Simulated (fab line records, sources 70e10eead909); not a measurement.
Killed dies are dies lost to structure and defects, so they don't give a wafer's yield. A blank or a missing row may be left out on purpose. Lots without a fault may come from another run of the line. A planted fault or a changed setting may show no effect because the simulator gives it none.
Chamber matching | flow nand_harc | NHARC_A_STAIRCASE_DESCUM_312 on rie_diel-12: 4 sister chambers
The step chemistry O2, time 3 s. 6 wafers are shown with their chamber, then 7 later ones without.

WAFERS WITH THEIR CHAMBER
wafer  | chamber | showerhead_plenum_p_Torr (Torr) | drypump_motor_current_A (A)
L730.6 | 1       | 1.76                            | 5.4
L734.1 | 2       | 1.93                            | 5.1
L736.2 | 0       | 1.84                            | 6.2
L736.6 | 3       | 1.93                            | 6.1
L740.1 | 2       | 1.92                            | 5.1
L740.3 | 3       | 1.93                            | 6.2

WAFERS WITHOUT THEIR CHAMBER
wafer  | showerhead_plenum_p_Torr (Torr) | drypump_motor_current_A (A)
L740.4 | 2.06                            | 5.4
L746.4 | 1.91                            | 5.1
L746.5 | 2.06                            | 5.4
L746.6 | 1.83                            | 6.2
L749.3 | 1.92                            | 6.1
L749.4 | 1.82                            | 6.2
L749.5 | 1.91                            | 5.1

WHICH CHAMBER EACH WENT THROUGH
wafer  | from the rows above | in truth
L740.4 | 2                   | 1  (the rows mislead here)
L746.4 | 2                   | 2
L746.5 | 2                   | 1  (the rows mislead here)
L746.6 | 0                   | 0
L749.3 | 3                   | 3
L749.4 | 0                   | 0
L749.5 | 2                   | 2
Placed correctly: 5 of 7. Can't be placed from these rows: 0. Placed wrongly: 2.
How it was worked out, from the rows above alone: a wafer's distance from a chamber is the root of the sum, over the readings, of the square of ((its reading less the chamber's mean) divided by the reading's scatter). The wafer belongs to the nearest chamber; if the next one is less than 2 further off, it can't be placed. A chamber's mean is the mean of its shown wafers. The scatter: the root of (the sum of the squares of (reading less its chamber's mean) over the shown wafers, divided by (wafers less chambers)).
